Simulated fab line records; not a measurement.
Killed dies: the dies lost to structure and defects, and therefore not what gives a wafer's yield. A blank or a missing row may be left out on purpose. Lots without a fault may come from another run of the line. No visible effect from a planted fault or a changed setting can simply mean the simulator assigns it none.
Chamber matching + flow n5_finfet + rie_diel-03 running N5_DUMMY_GATE_STRIP_41: 4 sister chambers
The step strips in O2. 4 wafers are shown with their chamber, then 7 later ones without.

== WAFERS, EACH WITH ITS CHAMBER ==
| wafer  | chamber | drypump_motor_current_A (A) |
|--------|---------|-----------------------------|
| L079.3 | 0       | 5.94                        |
| L084.1 | 2       | 5.22                        |
| L086.3 | 1       | 5.28                        |
| L086.4 | 3       | 5.15                        |

== WAFERS WITHOUT THEIR CHAMBER ==
| wafer  | drypump_motor_current_A (A) |
|--------|-----------------------------|
| L086.5 | 5.28                        |
| L090.2 | 5.27                        |
| L090.3 | 5.28                        |
| L090.4 | 5.95                        |
| L097.3 | 5.30                        |
| L097.5 | 5.94                        |
| L097.6 | 5.12                        |

== WHICH CHAMBER EACH ONE RAN IN ==
| wafer  | from the rows above | in truth                   |
|--------|---------------------|----------------------------|
| L086.5 | 1                   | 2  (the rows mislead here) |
| L090.2 | 1                   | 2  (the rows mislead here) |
| L090.3 | 1                   | 1                          |
| L090.4 | 0                   | 0                          |
| L097.3 | 1                   | 1                          |
| L097.5 | 0                   | 0                          |
| L097.6 | 3                   | 3                          |
Correctly placed: 5 of 7. Can't be placed from these rows: 0. Wrongly placed: 2.
How it was worked out, from the rows above alone: a wafer's distance from a chamber is the root of the sum, over the readings, of the square of ((its reading less the chamber's mean) divided by the reading's scatter). The wafer belongs to the nearest chamber; if the next one is less than 2 further off, it can't be placed. Each chamber's mean is taken over the wafers shown for it. The scatter: with one shown wafer a chamber, the root of the mean of the squares of how far each hidden wafer lies from its nearest shown one.
